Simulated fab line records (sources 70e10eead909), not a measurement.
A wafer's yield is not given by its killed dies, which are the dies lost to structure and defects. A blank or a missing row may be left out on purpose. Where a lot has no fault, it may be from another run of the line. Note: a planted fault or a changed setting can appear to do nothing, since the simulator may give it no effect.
Which of the tools did it? -- flow nand_harc -- Sampling: 11 lots, 33 wafers, 5 of 1159 route steps

WHAT THE GAUGES SHOWED, per wafer
NHARC_END_SORT_01.
lot,measured,on,defect_limited_yield (%)
L430,day 22 20:52,prober-02,97.6 97.5 89.8

EACH LOT AND THE TOOL THAT RAN IT (in order: tool; ch and the chambers of the sampled wafers; start)
lot,NHARC_A_M1_PRE_CLEAN_32,NHARC_HYBRID_BOND_ACTIVATE_00,NHARC_THIN_TSV_ETCH_44,NHARC_THIN_TSV_PVD_19
L421,"pecvd-01 ch 1,2, day 18 00:55","rie_diel-04 ch 0,1,2, day 18 05:42","rie_diel-02 ch 1,2,3, day 18 16:55","pvd_sputter-03, no start"
L419,"pecvd-03 ch 0,1,2, day 18 04:04","rie_diel-04 ch 0,3, day 18 08:47","rie_diel-06 ch 2,3, day 18 22:59","pvd_sputter-03, no start"
L424,"pecvd-02 ch 0,1, day 18 06:51","rie_diel-04 ch 1,3, day 18 11:52","rie_diel-03 ch 1,2, day 19 00:59","pvd_sputter-03, no start"
L423,"pecvd-01 ch 0,2, day 18 09:51","rie_diel-10 ch 0,1,2, day 18 14:28","rie_diel-02 ch 0,1,3, day 19 05:51","pvd_sputter-03, no start"
L425,"pecvd-02 ch 1,2, day 18 17:44","rie_diel-10 ch 0,1,2, day 18 22:45","rie_diel-06 ch 0,3, day 19 12:46","pvd_sputter-02, no start"
L422,"pecvd-02 ch 0,2, day 18 22:20","rie_diel-04 ch 1,2, day 19 02:57","rie_diel-02 ch 0,1,3, day 19 13:52","pvd_sputter-02, no start"
L429,"pecvd-01 ch 0,2, day 20 07:38","rie_diel-10 ch 0,3, day 20 12:23","rie_diel-03 ch 0,2,3, day 21 03:05","pvd_sputter-02, no start"
L430,"pecvd-02 ch 0,2, day 20 23:29","rie_diel-04 ch 1,2,3, day 21 04:17","rie_diel-06 ch 1,2, day 21 21:44","pvd_sputter-02, day 22 20:52 or earlier"
L432,"pecvd-03 ch 0,2, day 21 07:03","rie_diel-12 ch 0,2,3, day 21 11:47","rie_diel-06 ch 0,1,2, day 22 00:37","pvd_sputter-03, no start"
L437,"pecvd-01 ch 0,1,2, day 22 18:41","rie_diel-04 ch 0,1,3, day 22 23:22","rie_diel-06 ch 1,2,3, day 23 12:11","pvd_sputter-03, no start"
L441,"pecvd-03 ch 0,1,2, day 22 19:01","rie_diel-04 ch 1,2,3, day 22 23:51","rie_diel-03 ch 0,1,3, day 23 14:35","pvd_sputter-03, no start"
- NHARC_A_M1_PRE_CLEAN_32: time 12 s.
- NHARC_HYBRID_BOND_ACTIVATE_00: chemistry N2, time 60 s.
- NHARC_THIN_TSV_ETCH_44: etches the open film in CF4/O2, target depth 1594.2 nm, time 797.1 s.
- NHARC_THIN_TSV_PVD_19: deposits TaN, target thk 20 nm.

THE ANSWER, worked out from the rows above alone
Rule: the usual values come from the lots themselves. The widest of any qualifying gaps counts: lots, ordered by their means at a reading, are off when they make up no more than a third of the lots, leave a main group of 4 or more, and stand apart from it by 3 or more times the standard deviation of that group's means. The tables above print the reading to a certain number of digits; a main group whose means all agree to those digits is not used. A lot without any number at a reading at which 4 lots or more have one is off too. The other lots that the step has rows for count as sound.
No lot is off at any reading shown: from this, nothing can be told.

WHAT THE SIMULATOR PUT IN
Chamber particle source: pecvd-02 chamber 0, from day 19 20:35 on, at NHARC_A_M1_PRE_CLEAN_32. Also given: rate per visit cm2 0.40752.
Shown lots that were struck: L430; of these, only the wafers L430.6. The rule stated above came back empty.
